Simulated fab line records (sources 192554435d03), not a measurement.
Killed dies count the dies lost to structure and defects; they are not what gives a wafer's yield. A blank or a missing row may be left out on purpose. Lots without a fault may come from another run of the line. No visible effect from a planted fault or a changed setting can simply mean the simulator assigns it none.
fab line records | flow n5Finfet | part 1 of 2: steps 1 to 23 of 32
record: lots: 5 | wafers: 15 | lastDay: 17
route steps=1938 shown WELL_APT@37 PMOS_HMC_CHANNEL_EPI@57
lots that met no fault: from a run of the same line without faults
startH: hours from the record's first day to the start of the lot's first wafer shown | waitH: hours since the lot's step before | " the same as in the row above | L1.1+2: several wafers, shown together as one row | - no value present, or no start provided | * or withheld: withheld | < > ~ a bound
route shown NAME@n: a module of which the file shows steps, and the number in the route of the first | usual: mean/standard deviation taken from wafers without a fault | same: alike in all rows | chamber/n: place in a boat | sites: per-site readings | _std_site: the standard deviation of these | _edge_site: mean of outer sites minus mean of inner sites | radiusMm: how far each site lies from the wafer's centre | mask NAME#n: copy n | behind: the last tool/chamber to shape the wafer | hold: cause of the lot's hold/its duration in hours/its outcome | device: which transistor (n, p or np) failed to switch | end of line: at the end of the route, the tests of the same wafers | a step given without rows: its recipe and nothing more | killed: dies lost to structure and defects at the first sort, not the wafer's yield | map: dies across one wafer; x = killed, . = not, _ = none there
set.NAME: the run value of the setting; set.NAME@STEP: its run value at that earlier step | model.NAME: the simulator's own value behind a step, which no gauge read
a table for each step, a row for each wafer; lots at some steps of the route
services: the hour from which a tool's chamber was out of use, counted from the record's first day as startH (under 0 if before that day), plus the number of hours and why
== steps ==
step: N5_WELL_APT_EBR_21
recipe: solvent: PGMEA | ebrWidthMm: 1.5
usual: exhaustPa: 44.9/0.91
lot.wafer | tool          | chamber | startH | waitH | exhaustPa
L079.2    | lithoTrack-02 | 0       | -      | -     | 44.3
L079.3    | "             | 0       | "      | "     | 46.6
L079.6    | "             | 0       | "      | "     | 45.6
L089.2    | lithoTrack-04 | 0       | -      | -     | 44.3
L089.4    | "             | 0       | "      | "     | 43.9
L089.6    | "             | 0       | "      | "     | 44.4
L090.1    | lithoTrack-02 | 0       | -      | -     | 43.9
L090.2    | "             | 0       | "      | "     | 44.5
L090.3    | "             | 0       | "      | "     | 44.8
L092.4    | lithoTrack-02 | 0       | -      | -     | 43.2
L092.5    | "             | 0       | "      | "     | 44.8
L092.6    | "             | 0       | "      | "     | 44.3
L094.2    | lithoTrack-04 | 0       | -      | -     | 43.1
L094.3    | "             | 0       | "      | "     | 44.4
L094.6    | "             | 0       | "      | "     | 45.9
step: N5_WELL_APT_SOFTBAKE_20
recipe: tempC: 130 | timeS: 60
usual: exhaustPa: 44.9/0.99
lot.wafer | tool          | chamber | startH | waitH | exhaustPa
L079.2    | lithoTrack-02 | 0       | -      | -     | 45.9
L079.3    | "             | 0       | "      | "     | 46.2
L079.6    | "             | 0       | "      | "     | 46.5
L089.2    | lithoTrack-04 | 0       | -      | -     | 45.1
L089.4    | "             | 0       | "      | "     | 47.1
L089.6    | "             | 0       | "      | "     | 44.8
L090.1    | lithoTrack-02 | 0       | -      | -     | 43.8
L090.2    | "             | 0       | "      | "     | 45.0
L090.3    | "             | 0       | "      | "     | 44.8
L092.4    | lithoTrack-02 | 0       | -      | -     | 46.3
L092.5    | "             | 0       | "      | "     | 46.4
L092.6    | "             | 0       | "      | "     | 46.1
L094.2    | lithoTrack-04 | 0       | -      | -     | 43.3
L094.3    | "             | 0       | "      | "     | 44.1
L094.6    | "             | 0       | "      | "     | 44.8
step: N5_WELL_APT_EXPOSE_22
recipe: maskId: PWELL | na: 0.8 | sourceShape: conventional | sigmaOuter: 0.8 | polarization: unpolarized | defocusNm: 0 | targetCdNm: 200 | doseMj: 23.2
lot.wafer  | tool          | chamber | startH | waitH | mask
L079.2+3+6 | krfScanner-01 | 0       | 44.85  | -     | PWELL#0
L089.2+4+6 | krfScanner-02 | 0       | 104.77 | -     | PWELL#0
L090.1+2+3 | krfScanner-01 | 0       | 110.92 | -     | PWELL#0
L092.4+5+6 | krfScanner-01 | 0       | 123.18 | -     | PWELL#0
L094.2+3+6 | krfScanner-02 | 0       | 135.01 | -     | PWELL#0
step: N5_WELL_APT_PEB_23
recipe: pebTempC: 130 | pebTimeS: 90
usual: exhaustPa: 45.1/0.96
lot.wafer | tool          | chamber | startH | waitH | exhaustPa
L079.2    | lithoTrack-02 | 0       | 44.90  | 0.0   | 44.5
L079.3    | "             | 0       | "      | "     | 45.9
L079.6    | "             | 0       | "      | "     | 45.1
L089.2    | lithoTrack-02 | 0       | 104.82 | 0.0   | 44.9
L089.4    | "             | 0       | "      | "     | 45.6
L089.6    | "             | 0       | "      | "     | 45.8
L090.1    | lithoTrack-04 | 0       | 110.98 | 0.1   | 46.7
L090.2    | "             | 0       | "      | "     | 46.3
L090.3    | "             | 0       | "      | "     | 45.1
L092.4    | lithoTrack-01 | 0       | 123.22 | 0.0   | 45.4
L092.5    | "             | 0       | "      | "     | 45.6
L092.6    | "             | 0       | "      | "     | 44.9
L094.2    | lithoTrack-01 | 0       | 135.06 | 0.0   | 45.4
L094.3    | "             | 0       | "      | "     | 46.4
L094.6    | "             | 0       | "      | "     | 44.5
step: N5_WELL_APT_DEVELOP_24
recipe: developTimeS: 45 | rinseLiquid: surfactantRinse | dry: airSpin | devTempC: 21
usual: exhaustPa: 45.2/0.84
lot.wafer | tool          | chamber | startH | waitH | exhaustPa
L079.2    | lithoTrack-02 | 0       | -      | -     | 45.3
L079.3    | "             | 0       | "      | "     | 44.0
L079.6    | "             | 0       | "      | "     | 44.2
L089.2    | lithoTrack-02 | 0       | -      | -     | 46.3
L089.4    | "             | 0       | "      | "     | 46.5
L089.6    | "             | 0       | "      | "     | 46.0
L090.1    | lithoTrack-04 | 0       | -      | -     | 43.9
L090.2    | "             | 0       | "      | "     | 44.4
L090.3    | "             | 0       | "      | "     | 45.1
L092.4    | lithoTrack-01 | 0       | -      | -     | 45.3
L092.5    | "             | 0       | "      | "     | 46.1
L092.6    | "             | 0       | "      | "     | 45.8
L094.2    | lithoTrack-01 | 0       | -      | -     | 45.1
L094.3    | "             | 0       | "      | "     | 44.8
L094.6    | "             | 0       | "      | "     | 46.1
step: N5_WELL_APT_HARDBAKE_29
recipe: tempC: 130 | timeS: 120
usual: exhaustPa: 44.8/0.88
lot.wafer | tool          | chamber | startH | waitH | exhaustPa
L079.2    | lithoTrack-02 | 0       | -      | -     | 43.9
L079.3    | "             | 0       | "      | "     | 44.9
L079.6    | "             | 0       | "      | "     | 44.8
L089.2    | lithoTrack-02 | 0       | -      | -     | 45.2
L089.4    | "             | 0       | "      | "     | 43.9
L089.6    | "             | 0       | "      | "     | 43.8
L090.1    | lithoTrack-04 | 0       | -      | -     | 45.3
L090.2    | "             | 0       | "      | "     | 44.2
L090.3    | "             | 0       | "      | "     | 45.4
L092.4    | lithoTrack-01 | 0       | -      | -     | 43.7
L092.5    | "             | 0       | "      | "     | 42.6
L092.6    | "             | 0       | "      | "     | 45.2
L094.2    | lithoTrack-01 | 0       | -      | -     | 45.4
L094.3    | "             | 0       | "      | "     | 46.0
L094.6    | "             | 0       | "      | "     | 44.6
step: N5_WELL_APT_CD_MEAS_25
recipe: targetCdNm: 200 | landingEnergyEv: 500 | detector: seInlens
usual: cdNm: 200/3.2
lot.wafer | tool     | chamber | startH | waitH | cdNm
L079.2    | cdSem-01 | 0       | 45.02  | -     | 201
L079.3    | "        | 0       | "      | "     | 206
L079.6    | "        | 0       | "      | "     | 202
L089.2    | cdSem-03 | 0       | 104.94 | -     | 202
L089.4    | "        | 0       | "      | "     | 201
L089.6    | "        | 0       | "      | "     | 200
L090.1    | cdSem-01 | 0       | 111.09 | -     | 197
L090.2    | "        | 0       | "      | "     | 197
L090.3    | "        | 0       | "      | "     | 195
L092.4    | cdSem-03 | 0       | 123.34 | -     | 200
L092.5    | "        | 0       | "      | "     | 202
L092.6    | "        | 0       | "      | "     | 199
L094.2    | cdSem-02 | 0       | 135.18 | -     | 197
L094.3    | "        | 0       | "      | "     | 200
L094.6    | "        | 0       | "      | "     | 201
step: N5_WELL_APT_OVL_MEAS_26
recipe: pointsPerWafer: 44
usual: PWELL_OVL: -5/5.9
lot.wafer | tool       | chamber | startH | waitH | PWELL_OVL[nm]
L079.2    | overlay-02 | 0       | 45.05  | 0.0   | 2
L079.3    | "          | 0       | "      | "     | -6
L079.6    | "          | 0       | "      | "     | -7
L089.2    | overlay-01 | 0       | 104.96 | 0.0   | -7
L089.4    | "          | 0       | "      | "     | -14
L089.6    | "          | 0       | "      | "     | -7
L090.1    | overlay-02 | 0       | 111.12 | 0.0   | 0
L090.2    | "          | 0       | "      | "     | -2
L090.3    | "          | 0       | "      | "     | 12
L092.4    | overlay-01 | 0       | 123.36 | 0.0   | -6
L092.5    | "          | 0       | "      | "     | -1
L092.6    | "          | 0       | "      | "     | -2
L094.2    | overlay-02 | 0       | 135.21 | 0.0   | -1
L094.3    | "          | 0       | "      | "     | -2
L094.6    | "          | 0       | "      | "     | -5
step: N5_WELL_APT_INSPECT_27
recipe: mode: adi | inspectInstrument: macro
usual: rawDefectCount: 2.2/1.5
lot.wafer | tool             | chamber | startH | waitH | rawDefectCount
L079.2    | defectInspect-01 | -       | 45.07  | 0.0   | 1
L079.3    | "                | -       | "      | "     | 6
L079.6    | "                | -       | "      | "     | 0
L089.2    | defectInspect-02 | -       | 104.99 | 0.0   | 3
L089.4    | "                | -       | "      | "     | 4
L089.6    | "                | -       | "      | "     | 3
L090.1    | defectInspect-02 | -       | 111.15 | 0.0   | 2
L090.2    | "                | -       | "      | "     | 4
L090.3    | "                | -       | "      | "     | 2
L092.4    | defectInspect-01 | -       | 123.39 | 0.0   | 2
L092.5    | "                | -       | "      | "     | 0
L092.6    | "                | -       | "      | "     | 3
L094.2    | defectInspect-02 | -       | 135.23 | 0.0   | 4
L094.3    | "                | -       | "      | "     | 2
L094.6    | "                | -       | "      | "     | 3
step: N5_WELL_APT_DESCUM_30
recipe: chemistry: O2 | timeS: 7.9 | sourcePowerW: 50 | biasPowerW: 20 | pressureMtorr: 20 | rfFrequencyHz: 2.712e+07 | tempC: 40 | o2FlowSccm: 225
usual: chamberPressureMTorr: 19.999/0.017 | drypumpMotorCurrentA: 5.6/0.38 | oesProductAu: 0.79/0.083 | rfVppV: 242.9/1.1 | showerheadPlenumPTorr: 2.07/0.063 | throttleValvePct: 20.44/0.16
lot.wafer | tool       | chamber | startH | waitH | chamberPressureMTorr | drypumpMotorCurrentA | oesProductAu | rfHoursCounterH | rfVppV | showerheadPlenumPTorr | throttleValvePct
L079.2    | rieDiel-06 | 1       | 45.20  | 0.1   | 20.034               | 6.2                  | 0.66         | 244             | 243.1  | 2.03                  | 20.87
L079.3    | "          | 2       | "      | "     | 19.998               | 5.5                  | 0.79         | 136             | 244.1  | 2.10                  | 20.67
L079.6    | "          | 2       | "      | "     | 20.003               | 5.5                  | 0.79         | -               | 243.4  | 2.10                  | 20.66
L089.2    | rieDiel-06 | 3       | 105.02 | 0.0   | 19.995               | 5.5                  | 0.90         | 34              | 243.2  | 2.04                  | 20.23
L089.4    | "          | 0       | "      | "     | 19.994               | 5.7                  | 0.68         | 228             | 240.8  | 2.05                  | 20.39
L089.6    | "          | 2       | "      | "     | 20.023               | 5.5                  | 0.76         | -               | 244.5  | 2.09                  | 20.70
L090.1    | rieDiel-04 | 2       | 111.18 | 0.0   | 19.979               | 6.0                  | 0.73         | 185             | 244.0  | 2.07                  | 20.37
L090.2    | "          | 0       | "      | "     | 19.978               | 6.1                  | 0.75         | 189             | 244.1  | 2.19                  | 20.54
L090.3    | "          | 3       | "      | "     | 19.979               | 5.5                  | 0.79         | 98              | 240.9  | 2.04                  | 20.51
L092.4    | rieDiel-02 | 0       | 123.42 | 0.0   | 19.985               | 5.9                  | 0.73         | 211             | 243.3  | 2.17                  | 20.34
L092.5    | "          | 0       | "      | "     | 20.029               | 5.9                  | 0.73         | -               | 245.1  | 2.17                  | 20.33
L092.6    | "          | 3       | "      | "     | 20.008               | 5.2                  | 0.88         | -               | 243.5  | 2.03                  | 20.43
L094.2    | rieDiel-06 | 0       | 135.30 | 0.1   | 19.965               | 5.7                  | 0.67         | 239             | 243.5  | 2.05                  | 20.39
L094.3    | "          | 3       | "      | "     | 19.986               | 5.5                  | 0.88         | 44              | 242.7  | 2.04                  | 20.27
L094.6    | "          | 3       | "      | "     | 20.003               | 5.5                  | 0.88         | -               | 241.9  | 2.04                  | 20.27
step: N5_WELL_APT_IMPLANT_31
recipe: species: B | energyKev: 60 | doseCm2: 1.5e+13 | tiltDeg: 0 | rotationDeg: 0
usual: endStationPressureTorr: 5.16e-06/2.7e-07 | rotationDeg: 0.003/0.018
lot.wafer | tool         | chamber | startH | waitH | endStationPressureTorr | rotationDeg
L079.2    | implanter-02 | 0       | 45.33  | 0.1   | 4.7e-06                | -0.005
L079.3    | "            | 0       | "      | "     | 5.37e-06               | 0.030
L079.6    | "            | 0       | "      | "     | 5.08e-06               | 0.019
L089.2    | implanter-02 | 0       | 105.15 | 0.1   | 5.44e-06               | 0.002
L089.4    | "            | 0       | "      | "     | 5.16e-06               | 0.000
L089.6    | "            | 0       | "      | "     | 5.35e-06               | 0.007
L090.1    | implanter-01 | 0       | 111.29 | 0.1   | 4.96e-06               | -0.009
L090.2    | "            | 0       | "      | "     | 4.8e-06                | 0.021
L090.3    | "            | 0       | "      | "     | 5.34e-06               | 0.000
L092.4    | implanter-01 | 0       | 123.61 | 0.2   | 5.29e-06               | -0.009
L092.5    | "            | 0       | "      | "     | 4.56e-06               | -0.005
L092.6    | "            | 0       | "      | "     | 5.21e-06               | -0.022
L094.2    | implanter-02 | 0       | 135.43 | 0.1   | 5.01e-06               | -0.018
L094.3    | "            | 0       | "      | "     | 5.01e-06               | 0.012
L094.6    | "            | 0       | "      | "     | 5.19e-06               | 0.024
step: N5_WELL_APT_IMPLANT_32
recipe: species: BF2 | energyKev: 50 | doseCm2: 2e+13 | tiltDeg: 0 | rotationDeg: 0
usual: endStationPressureTorr: 5.17e-06/2.6e-07 | rotationDeg: 0.002/0.019
lot.wafer | tool         | chamber | startH | waitH | endStationPressureTorr | rotationDeg
L079.2    | implanter-02 | 0       | 45.51  | 0.1   | 4.95e-06               | -0.012
L079.3    | "            | 0       | "      | "     | 5.37e-06               | -0.007
L079.6    | "            | 0       | "      | "     | 5.08e-06               | -0.015
L089.2    | implanter-02 | 0       | 105.33 | 0.1   | 4.72e-06               | -0.009
L089.4    | "            | 0       | "      | "     | 5.02e-06               | 0.001
L089.6    | "            | 0       | "      | "     | 5.41e-06               | 0.000
L090.1    | implanter-01 | 0       | 111.47 | 0.1   | 5.24e-06               | 0.001
L090.2    | "            | 0       | "      | "     | 4.9e-06                | 0.016
L090.3    | "            | 0       | "      | "     | 5.53e-06               | 0.018
L092.4    | implanter-01 | 0       | 123.79 | 0.1   | 5.2e-06                | 0.030
L092.5    | "            | 0       | "      | "     | 5.08e-06               | 0.032
L092.6    | "            | 0       | "      | "     | 5.17e-06               | 0.033
L094.2    | implanter-02 | 0       | 135.61 | 0.1   | 5.7e-06                | -0.010
L094.3    | "            | 0       | "      | "     | 5.38e-06               | -0.023
L094.6    | "            | 0       | "      | "     | 5.01e-06               | 0.012
step: N5_WELL_APT_STRIP_33
recipe: chemistry: SPM | timeS: 900 | tempC: 130 | h2so4H2o2VolRatio: 4 | dry: ipaMarangoni
usual: bathHeatDutyPct: 14.4/1.7
lot.wafer | tool        | chamber | startH | waitH | bathHeatDutyPct
L079.2    | wetBench-02 | 1       | 45.69  | 0.1   | 12.9
L079.3    | "           | 5       | "      | "     | 12.4
L079.6    | "           | 4       | "      | "     | 14.7
L089.2    | wetBench-04 | 2       | 105.51 | 0.1   | 16.7
L089.4    | "           | 5       | "      | "     | 13.4
L089.6    | "           | 4       | "      | "     | 16.6
L090.1    | wetBench-04 | 7       | 111.67 | 0.2   | 14.8
L090.2    | "           | 5       | "      | "     | 14.7
L090.3    | "           | 4       | "      | "     | 16.1
L092.4    | wetBench-04 | 1       | 123.90 | 0.1   | 16.9
L092.5    | "           | 2       | "      | "     | 18.4
L092.6    | "           | 5       | "      | "     | 12.4
L094.2    | wetBench-04 | 6       | 135.79 | 0.1   | 13.5
L094.3    | "           | 3       | "      | "     | 15.6
L094.6    | "           | 0       | "      | "     | 13.0
step: N5_WELL_APT_RTA_34
recipe: tempC: 1000 | timeS: 10 | ambient: N2 | idleTempC: 600 | rampUpCPerS: 150 | rampDownCPerS: 60 | coolToC: 600
usual: lampPowerPct: 13.00/0.06 | lamp_zone_2_pct: 13.00/0.031 | wafer_temp_C_max: 1003.5/1
lot.wafer | tool         | chamber | startH | waitH | lampPowerPct | lamp_zone_2_pct | wafer_temp_C_max
L079.2    | rtpAnneal-01 | 0       | 46.14  | 0.2   | 13.10        | 13.02           | 1002.5
L079.3    | "            | 0       | "      | "     | 12.93        | 12.98           | 1000.9
L079.6    | "            | 0       | "      | "     | 12.94        | 13.05           | 1003.0
L089.2    | rtpAnneal-01 | 0       | 105.80 | 0.0   | 13.04        | 12.98           | 1002.9
L089.4    | "            | 0       | "      | "     | 12.91        | 12.95           | 1002.2
L089.6    | "            | 0       | "      | "     | 13.02        | 12.99           | 1004.0
L090.1    | rtpAnneal-01 | 0       | 112.01 | 0.1   | 13.04        | 13.01           | 1003.1
L090.2    | "            | 0       | "      | "     | 12.97        | 12.98           | 1003.8
L090.3    | "            | 0       | "      | "     | 12.95        | 13.00           | 1002.7
L092.4    | rtpAnneal-01 | 0       | 125.10 | 0.9   | 13.04        | 12.93           | 1003.0
L092.5    | "            | 0       | "      | "     | 13.04        | 12.98           | 1002.1
L092.6    | "            | 0       | "      | "     | 12.95        | 13.03           | 1004.0
L094.2    | rtpAnneal-01 | 0       | 136.11 | 0.1   | 12.98        | 13.06           | 1003.4
L094.3    | "            | 0       | "      | "     | 12.89        | 12.98           | 1003.7
L094.6    | "            | 0       | "      | "     | 13.12        | 13.01           | 1004.2
step: N5_WELL_APT_OXIDE_STRIP_42
recipe: chemistry: dHF | dilution: 25:1 | timeS: 45 | tempC: 25 | target: SiO2 | targetDepthA: 120
usual: bathHeatDutyPct: 6.0/0.78
lot.wafer | tool        | chamber | startH | waitH | bathHeatDutyPct
L079.2    | wetBench-04 | 5       | 46.26  | 0.1   | 5.5
L079.3    | "           | 4       | "      | "     | 7.0
L079.6    | "           | 3       | "      | "     | 6.7
L089.2    | wetBench-02 | 3       | 105.93 | 0.1   | 4.7
L089.4    | "           | 1       | "      | "     | 4.4
L089.6    | "           | 2       | "      | "     | 6.7
L090.1    | wetBench-06 | 7       | 112.16 | 0.1   | 5.0
L090.2    | "           | 4       | "      | "     | 5.8
L090.3    | "           | 1       | "      | "     | 6.6
L092.4    | wetBench-04 | 0       | 125.26 | 0.1   | 7.0
L092.5    | "           | 7       | "      | "     | 7.1
L092.6    | "           | 1       | "      | "     | 5.1
L094.2    | wetBench-02 | 1       | 136.23 | 0.1   | 5.7
L094.3    | "           | 3       | "      | "     | 5.3
L094.6    | "           | 6       | "      | "     | 6.7
step: N5_WELL_APT_PRECLEAN_36
recipe: chemistry: O3/DIW | timeS: 45 | tempC: 22 | o3Ppm: 10
usual: bathHeatDutyPct: 2.3/0.47 | o3Ppm: 10.00/0.096
lot.wafer | tool        | chamber | startH | waitH | bathHeatDutyPct | o3Ppm
L079.2    | wetBench-04 | 5       | 46.28  | 0.0   | 2.9             | 9.97
L079.3    | "           | 4       | "      | "     | 3.0             | 10.03
L079.6    | "           | 3       | "      | "     | 1.9             | 9.98
L089.2    | wetBench-02 | 3       | 105.94 | 0.0   | 1.6             | 10.06
L089.4    | "           | 1       | "      | "     | 2.1             | 10.06
L089.6    | "           | 2       | "      | "     | 2.7             | 9.93
L090.1    | wetBench-06 | 7       | 112.18 | 0.0   | 1.7             | 9.63
L090.2    | "           | 4       | "      | "     | 1.5             | 9.90
L090.3    | "           | 1       | "      | "     | 2.2             | 10.03
L092.4    | wetBench-04 | 0       | 125.28 | 0.0   | 2.5             | 10.09
L092.5    | "           | 7       | "      | "     | 2.3             | 9.97
L092.6    | "           | 1       | "      | "     | 3.6             | 9.95
L094.2    | wetBench-02 | 1       | 136.25 | 0.0   | 2.3             | 9.95
L094.3    | "           | 3       | "      | "     | 1.3             | 9.92
L094.6    | "           | 6       | "      | "     | 3.6             | 10.00
step: N5_WELL_APT_PRECLEAN_39
recipe: chemistry: dHF | timeS: 60 | dilution: 150:1 | tempC: 25
usual: bathHeatDutyPct: 6.0/0.84
lot.wafer | tool        | chamber | startH | waitH | bathHeatDutyPct
L079.2    | wetBench-04 | 5       | 46.29  | 0.0   | 5.9
L079.3    | "           | 4       | "      | "     | 7.2
L079.6    | "           | 3       | "      | "     | 6.1
L089.2    | wetBench-02 | 3       | 105.96 | 0.0   | 4.5
L089.4    | "           | 1       | "      | "     | 5.5
L089.6    | "           | 2       | "      | "     | 6.4
L090.1    | wetBench-06 | 7       | 112.19 | 0.0   | 6.1
L090.2    | "           | 4       | "      | "     | 5.7
L090.3    | "           | 1       | "      | "     | 5.3
L092.4    | wetBench-04 | 0       | 125.29 | 0.0   | 6.2
L092.5    | "           | 7       | "      | "     | 6.2
L092.6    | "           | 1       | "      | "     | 6.1
L094.2    | wetBench-02 | 1       | 136.27 | 0.0   | 5.4
L094.3    | "           | 3       | "      | "     | 4.4
L094.6    | "           | 6       | "      | "     | 6.7
step: N5_WELL_APT_SRD_37
recipe: dry: ipaMarangoni | doPpb: 5 | timeS: 30 | tempC: 23 | rinseLiquid: diw
usual: bathHeatDutyPct: 3.5/0.56
lot.wafer | tool        | chamber | startH | waitH | bathHeatDutyPct
L079.2    | wetBench-04 | 5       | 46.31  | 0.0   | 3.2
L079.3    | "           | 4       | "      | "     | 3.5
L079.6    | "           | 3       | "      | "     | 3.2
L089.2    | wetBench-02 | 3       | 105.97 | 0.0   | 2.7
L089.4    | "           | 1       | "      | "     | 3.3
L089.6    | "           | 2       | "      | "     | 3.6
L090.1    | wetBench-06 | 7       | 112.20 | 0.0   | 3.3
L090.2    | "           | 4       | "      | "     | 3.4
L090.3    | "           | 1       | "      | "     | 3.6
L092.4    | wetBench-04 | 0       | 125.31 | 0.0   | 3.0
L092.5    | "           | 7       | "      | "     | 3.7
L092.6    | "           | 1       | "      | "     | 3.9
L094.2    | wetBench-02 | 1       | 136.29 | 0.0   | 3.5
L094.3    | "           | 3       | "      | "     | 2.6
L094.6    | "           | 6       | "      | "     | 3.8
step: N5_WELL_APT_EPI_41
recipe: material: Si | targetThkA: 500 | tempC: 650 | precursor: SiH4/H2 | pressureTorr: 20 | timeS: 297.7
usual: susceptor_temp_C_max: 651.9/0.97 | throttleValvePct: 11.4/0.49
lot.wafer | tool        | chamber | startH | waitH | susceptor_temp_C_max | throttleValvePct
L079.2    | epiRpcvd-03 | 0       | 46.46  | 0.1   | 650.8                | 10.8
L079.3    | "           | 0       | "      | "     | 650.7                | 10.6
L079.6    | "           | 0       | "      | "     | 651.0                | 10.7
L089.2    | epiRpcvd-01 | 0       | 106.12 | 0.1   | 652.8                | 11.8
L089.4    | "           | 0       | "      | "     | 652.9                | 11.8
L089.6    | "           | 0       | "      | "     | 652.0                | 11.9
L090.1    | epiRpcvd-02 | 0       | 112.26 | 0.0   | 652.4                | 11.7
L090.2    | "           | 0       | "      | "     | 653.5                | 11.6
L090.3    | "           | 0       | "      | "     | 652.4                | 11.6
L092.4    | epiRpcvd-01 | 0       | 125.66 | 0.3   | 651.8                | 11.9
L092.5    | "           | 0       | "      | "     | 652.2                | 11.8
L092.6    | "           | 0       | "      | "     | 652.4                | 11.8
L094.2    | epiRpcvd-03 | 0       | 136.47 | 0.2   | 650.9                | 11.0
L094.3    | "           | 0       | "      | "     | 650.5                | 10.7
L094.6    | "           | 0       | "      | "     | 651.1                | 10.6
step: N5_WELL_APT_INSPECT_38
recipe: inspectInstrument: darkfield | mode: postEpi
usual: rawDefectCount: 14/5.8
lot.wafer | tool             | chamber | startH | waitH | rawDefectCount
L079.2    | defectInspect-02 | -       | 47.00  | 0.4   | 13
L079.3    | "                | -       | "      | "     | 2
L079.6    | "                | -       | "      | "     | 17
L089.2    | defectInspect-02 | -       | 106.66 | 0.4   | 6
L089.4    | "                | -       | "      | "     | 11
L089.6    | "                | -       | "      | "     | 8
L090.1    | defectInspect-02 | -       | 112.89 | 0.5   | 13
L090.2    | "                | -       | "      | "     | 10
L090.3    | "                | -       | "      | "     | 16
L092.4    | defectInspect-02 | -       | 125.99 | 0.2   | 27
L092.5    | "                | -       | "      | "     | 14
L092.6    | "                | -       | "      | "     | 16
L094.2    | defectInspect-02 | -       | 137.18 | 0.6   | 17
L094.3    | "                | -       | "      | "     | 7
L094.6    | "                | -       | "      | "     | 11
step: N5_PMOS_HMC_CHANNEL_EPI_HM_DEP_34
recipe: material: SiO2 | targetThkA: 360 | tempC: 400 | precursor: TEOS/O2 | pressureTorr: 6.5 | rfW: 900 | teosFlowSccm: 161.4 | gas: O2 | flowSccm: 2650 | timeS: 6.9
usual: heaterPowerW: 522/85 | showerheadPlenumPTorr: 8.36/0.049 | showerheadVppV: 1776/81 | throttleValvePct: 18.9/1.5
lot.wafer | tool     | chamber | startH | waitH | heaterPowerW | showerheadPlenumPTorr | showerheadVppV | throttleValvePct
L079.2    | pecvd-04 | 0       | 47.10  | 0.1   | 526          | 8.33                  | 1814           | 17.6
L079.3    | "        | 0       | "      | "     | 520          | 8.31                  | 1842           | 17.6
L079.6    | "        | 0       | "      | "     | 521          | 8.31                  | 1817           | 17.4
L089.2    | pecvd-04 | 1       | 106.70 | 0.0   | 579          | 8.37                  | 1794           | 18.7
L089.4    | "        | 2       | "      | "     | 447          | 8.36                  | 1696           | 18.4
L089.6    | "        | 1       | "      | "     | 572          | 8.38                  | 1807           | 18.8
L090.1    | pecvd-02 | 2       | 112.93 | 0.0   | 577          | 8.31                  | 1625           | 17.5
L090.2    | "        | 0       | "      | "     | 442          | 8.35                  | 1862           | 17.4
L090.3    | "        | 1       | "      | "     | 424          | 8.41                  | 1797           | 21.4
L092.4    | pecvd-02 | 1       | 126.04 | 0.0   | 424          | 8.43                  | 1781           | 21.2
L092.5    | "        | 0       | "      | "     | 490          | 8.36                  | 1860           | 17.2
L092.6    | "        | 2       | "      | "     | 582          | 8.27                  | 1636           | 17.5
L094.2    | pecvd-01 | 2       | 137.21 | 0.0   | 607          | 8.26                  | 1850           | 21.0
L094.3    | "        | 0       | "      | "     | 604          | 8.43                  | 1680           | 18.0
L094.6    | "        | 2       | "      | "     | 621          | 8.29                  | 1824           | 20.8
step: N5_PMOS_HMC_CHANNEL_EPI_COAT_31
recipe: resist: BARC | tempC: 205 | timeS: 60 | spinRpm: 1500 | resistThkNm: 66
usual: exhaustPa: 45.0/0.99
lot.wafer | tool          | chamber | startH | waitH | exhaustPa
L079.2    | lithoTrack-02 | 0       | 47.19  | 0.1   | 43.7
L079.3    | "             | 0       | "      | "     | 43.3
L079.6    | "             | 0       | "      | "     | 44.0
L089.2    | lithoTrack-05 | 0       | 106.75 | 0.0   | 44.1
L089.4    | "             | 0       | "      | "     | 45.6
L089.6    | "             | 0       | "      | "     | 44.9
L090.1    | lithoTrack-05 | 0       | 112.98 | 0.0   | 44.3
L090.2    | "             | 0       | "      | "     | 45.7
L090.3    | "             | 0       | "      | "     | 45.5
L092.4    | lithoTrack-02 | 0       | 126.08 | 0.0   | 45.0
L092.5    | "             | 0       | "      | "     | 44.2
L092.6    | "             | 0       | "      | "     | 44.3
L094.2    | lithoTrack-02 | 0       | 137.27 | 0.0   | 46.3
L094.3    | "             | 0       | "      | "     | 45.4
L094.6    | "             | 0       | "      | "     | 44.6
step: N5_PMOS_HMC_CHANNEL_EPI_COAT_03
recipe: resist: CAR-ArF-block | spinRpm: 1500 | resistThkNm: 205
usual: exhaustPa: 45.1/0.79
lot.wafer | tool          | chamber | startH | waitH | exhaustPa
L079.2    | lithoTrack-02 | 0       | -      | -     | 44.5
L079.3    | "             | 0       | "      | "     | 45.8
L079.6    | "             | 0       | "      | "     | 45.0
L089.2    | lithoTrack-05 | 0       | -      | -     | 46.0
L089.4    | "             | 0       | "      | "     | 46.0
L089.6    | "             | 0       | "      | "     | 45.9
L090.1    | lithoTrack-05 | 0       | -      | -     | 44.8
L090.2    | "             | 0       | "      | "     | 45.5
L090.3    | "             | 0       | "      | "     | 45.6
L092.4    | lithoTrack-02 | 0       | -      | -     | 47.0
L092.5    | "             | 0       | "      | "     | 45.5
L092.6    | "             | 0       | "      | "     | 45.7
L094.2    | lithoTrack-02 | 0       | -      | -     | 45.6
L094.3    | "             | 0       | "      | "     | 46.0
L094.6    | "             | 0       | "      | "     | 45.7
